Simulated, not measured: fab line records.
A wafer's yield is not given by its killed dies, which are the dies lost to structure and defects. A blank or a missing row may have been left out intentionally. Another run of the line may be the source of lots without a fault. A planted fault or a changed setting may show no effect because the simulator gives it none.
Check for tools in common | flow nandHarc | Lots sampled 14, wafers sampled 42

## REASON IT WAS OPENED
On 2 of the 14 lots, a flag is raised at NHARC_A_CHANNEL_HOLE_D1_CD_MEAS_10 on the reading cdNm. Wafers without a fault read 100.0 nm, standard deviation 0.46.
Rule: a lot is flagged when every wafer of it that has a number lies more than 4 standard deviations from that mean, or none has a number. As for the other lots, they are considered sound.

lot  | measured     | on       | cdNm (nm), wafer by wafer | flag
L429 | day 8 11:28  | cdSem-03 | 99.6 100.0 100.2          | 
L430 | day 9 01:04  | cdSem-01 | 100.7 100.2 100.4         | 
L432 | day 9 15:11  | cdSem-03 | 99.7 100.1 99.8           | 
L434 | day 10 11:57 | cdSem-03 | 98.9 99.4 99.3            | 
L438 | day 12 00:19 | cdSem-02 | 86.9 86.4 86.6            | FLAGGED
L437 | day 12 00:48 | cdSem-02 | 99.1 99.3 99.6            | 
L439 | day 12 21:45 | cdSem-01 | 86.4 85.6 86.5            | FLAGGED
L440 | day 12 23:45 | cdSem-01 | 100.2 100.3 100.1         | 
L443 | day 14 16:00 | cdSem-02 | 99.6 99.3 100.0           | 
L446 | day 15 18:29 | cdSem-03 | 100.6 100.0 100.4         | 
L448 | day 16 12:11 | cdSem-01 | 100.9 100.4 100.4         | 
L449 | day 17 06:47 | cdSem-01 | 99.7 100.9 100.4          | 
L452 | day 18 00:29 | cdSem-01 | 99.9 100.0 99.9           | 
L451 | day 18 00:40 | cdSem-03 | 100.1 100.5 100.6         | 
Average over the flagged lots: 86.4 nm; offset from the usual -13.6 nm, equal to -30 standard deviations.

## WHICH TOOL EACH LOT WENT THROUGH
The record holds 1 process step before the reading, out of a route of 1302 steps. Every cell lists first the tool, next ch and the chambers used by the sampled wafers, and last the start.
lot  | flag    | NHARC_A_CHANNEL_HOLE_D1_PEB_08
L429 |         | lithoTrack-04 ch 0, day 8 11:23
L430 |         | lithoTrack-04 ch 0, day 9 00:59
L432 |         | lithoTrack-06 ch 0, day 9 15:07
L434 |         | lithoTrack-06 ch 0, day 10 11:53
L438 | FLAGGED | lithoTrack-06 ch 0, day 12 00:14
L437 |         | lithoTrack-04 ch 0, day 12 00:43
L439 | FLAGGED | lithoTrack-06 ch 0, day 12 21:40
L440 |         | lithoTrack-04 ch 0, day 12 23:40
L443 |         | lithoTrack-04 ch 0, day 14 15:55
L446 |         | lithoTrack-01 ch 0, day 15 18:24
L448 |         | lithoTrack-04 ch 0, day 16 12:06
L449 |         | lithoTrack-04 ch 0, day 17 06:43
L452 |         | lithoTrack-06 ch 0, day 18 00:25
L451 |         | lithoTrack-01 ch 0, day 18 00:35
What the steps here do:
- NHARC_A_CHANNEL_HOLE_D1_PEB_08: peb time 65 s.
- NHARC_A_CHANNEL_HOLE_D1_CD_MEAS_10: target cd 100 nm.

## FLAGGED OVER TOTAL, TOOL BY TOOL (the gauges that took the reading come last)
step                               | tool          | lots run | flagged | share of the flagged lots | sound lots run after its first flagged lot
NHARC_A_CHANNEL_HOLE_D1_PEB_08     | lithoTrack-01 | 2        | 0       | none                      | -
NHARC_A_CHANNEL_HOLE_D1_PEB_08     | lithoTrack-04 | 7        | 0       | none                      | -
NHARC_A_CHANNEL_HOLE_D1_PEB_08     | lithoTrack-06 | 5        | 2       | all                       | 1 (L452)
NHARC_A_CHANNEL_HOLE_D1_CD_MEAS_10 | cdSem-01      | 6        | 1       | some                      | 4 (L440,L448,L449,L452)
NHARC_A_CHANNEL_HOLE_D1_CD_MEAS_10 | cdSem-02      | 3        | 1       | some                      | 2 (L437,L443)
NHARC_A_CHANNEL_HOLE_D1_CD_MEAS_10 | cdSem-03      | 5        | 0       | none                      | -

## WHAT THE TABLE ALLOWS
In the table, 1 row covers all flagged lots: lithoTrack-06 at NHARC_A_CHANNEL_HOLE_D1_PEB_08.
- lithoTrack-06 at NHARC_A_CHANNEL_HOLE_D1_PEB_08 ran 5 lots, 2 of them flagged. Sound lots followed the first flagged one (L452) on it, something a lasting fault affecting the whole tool could not allow. Its own readings (heaterPowerTotalW, plateTempC) fall more than 4 standard deviations out on all wafers of the flagged lots.
No row of the table ran every flagged lot and no sound lot after the first.

## WHAT HAD BEEN PUT IN BY THE SIMULATOR
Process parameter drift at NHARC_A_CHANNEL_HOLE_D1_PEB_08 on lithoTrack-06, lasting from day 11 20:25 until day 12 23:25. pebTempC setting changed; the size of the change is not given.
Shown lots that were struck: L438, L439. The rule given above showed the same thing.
